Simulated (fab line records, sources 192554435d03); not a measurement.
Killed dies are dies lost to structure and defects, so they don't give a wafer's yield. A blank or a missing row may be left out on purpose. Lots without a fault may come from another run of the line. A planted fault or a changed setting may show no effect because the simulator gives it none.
Split-lot experiment | flow n5_finfet | 7 lots, 21 wafers read, on a route of 1938 steps

THE SPLIT
At N5_BEOL_M13_EXPOSE_25 (exposes mask M13, target cd 210 nm), the setting dose_mj was moved away from the recipe's 22 on 3 of the 21 wafers read, by -6.1% to +5.4%. The other wafers ran this setting at the recipe's value.

FROM THE SPLIT TO THE READING: what the file shows between them, 3 steps
- N5_BEOL_M13_PEB_26: peb time 90 s
- N5_BEOL_M13_DEVELOP_27: develop time 45 s
- N5_BEOL_M13_HARDBAKE_32: time 120 s

THE READING
cd_nm, in nm, at N5_BEOL_M13_CD_MEAS_28 (target cd 209.5 nm). Fault-free wafers of this fab line usually give 209.4 nm, standard deviation 1.2 nm.

wafer  | tool, chamber at the split | dose_mj as run | against the recipe | cd_nm, nm | against lot-mates on the recipe
L074.1 | krf_scanner-01, 0          | 22             | recipe             | 209.3     | -
L074.4 | krf_scanner-01, 0          | 22             | recipe             | 208.6     | -
L074.5 | krf_scanner-01, 0          | 22             | recipe             | 209.1     | -
L080.1 | krf_scanner-01, 0          | 22             | recipe             | 210.4     | -
L080.3 | krf_scanner-01, 0          | 22             | recipe             | 209.3     | -
L080.5 | krf_scanner-01, 0          | 22             | recipe             | 212.1     | -
L079.3 | krf_scanner-02, 0          | 22             | recipe             | 209.8     | -
L079.4 | krf_scanner-02, 0          | 22             | recipe             | 209.6     | -
L079.5 | krf_scanner-02, 0          | 22             | recipe             | 209.7     | -
L082.2 | krf_scanner-02, 0          | 23.19          | +5.4%              | 216.7     | +6.3
L082.4 | krf_scanner-02, 0          | 22             | recipe             | 210.2     | -
L082.6 | krf_scanner-02, 0          | 22             | recipe             | 210.6     | -
L083.2 | krf_scanner-02, 0          | 22             | recipe             | 210.3     | -
L083.4 | krf_scanner-02, 0          | 22             | recipe             | 210.3     | -
L083.6 | krf_scanner-02, 0          | 22             | recipe             | 207.8     | -
L088.2 | krf_scanner-02, 0          | 22             | recipe             | 212.1     | -
L088.3 | krf_scanner-02, 0          | 20.65          | -6.1%              | 202.5     | -8.6
L088.4 | krf_scanner-02, 0          | 22             | recipe             | 210.1     | -
L095.2 | krf_scanner-01, 0          | 22             | recipe             | 209.1     | -
L095.3 | krf_scanner-01, 0          | 20.96          | -4.7%              | 203.6     | -5.8
L095.6 | krf_scanner-01, 0          | 22             | recipe             | 209.7     | -

THE FIT
A straight line over all 21 wafers: cd_nm changes by +1.25 nm for each +1% of dose_mj; r = +0.94; the points scatter about the line by 1 nm.
The same after taking each lot's own level away (the mean of its wafers on the recipe; 21 wafers): +1.28 nm for each +1%; r = +0.96; scatter 0.78 nm.
On that fit, the largest move of dose_mj shifts the reading by 7.8 nm.
The lots' own levels span 209.00 to 211.10 nm, that is 1.7 times the standard deviation above.
So the lot-to-lot level changes the slope little: the two slopes agree.
Check: with one of the wafers moved furthest among these (-6.1%) left out of the fit, the line predicts -7.33 nm for it against its lot-mates. It came out at -8.6 nm against them.

OTHER SPLITS ON THESE WAFERS
These wafers also went through other splits before the reading. Each is held against what the fit with the lots' levels taken away leaves over:
other split on the same wafers | wafers away from the commonest value | r with cd_nm (lot level and that fit taken away)
N5_BEOL_M10_ILD_DEP_00 time_s  | 10                                   | +0.01
N5_BEOL_M11_EXPOSE_08 dose_mj  | 8                                    | -0.04
N5_BEOL_M11_DESCUM_16 time_s   | 9                                    | +0.21
N5_BEOL_M12_COAT_22 spin_rpm   | 10                                   | +0.39

THE WHOLE CHAIN: every reading that the file lists as answering this split, in the file's order
step                   | what it does             | reading                                                         | change (the file's fit)              | r (the file's)
N5_BEOL_M13_CD_MEAS_28 | target cd 209.5 nm       | cd_nm                                                           | +1.27 nm for each +1% of the setting | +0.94
N5_BEOL_M13_DESCUM_33  | chemistry O2, time 7.9 s | BEOL_M13.cd_nm (the simulator's own value, which no gauge read) | +1.3 nm for each +1% of the setting  | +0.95

THE FILE'S OWN FIT
cd_nm changes by +1.27 nm for each +1% of dose_mj, r = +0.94.
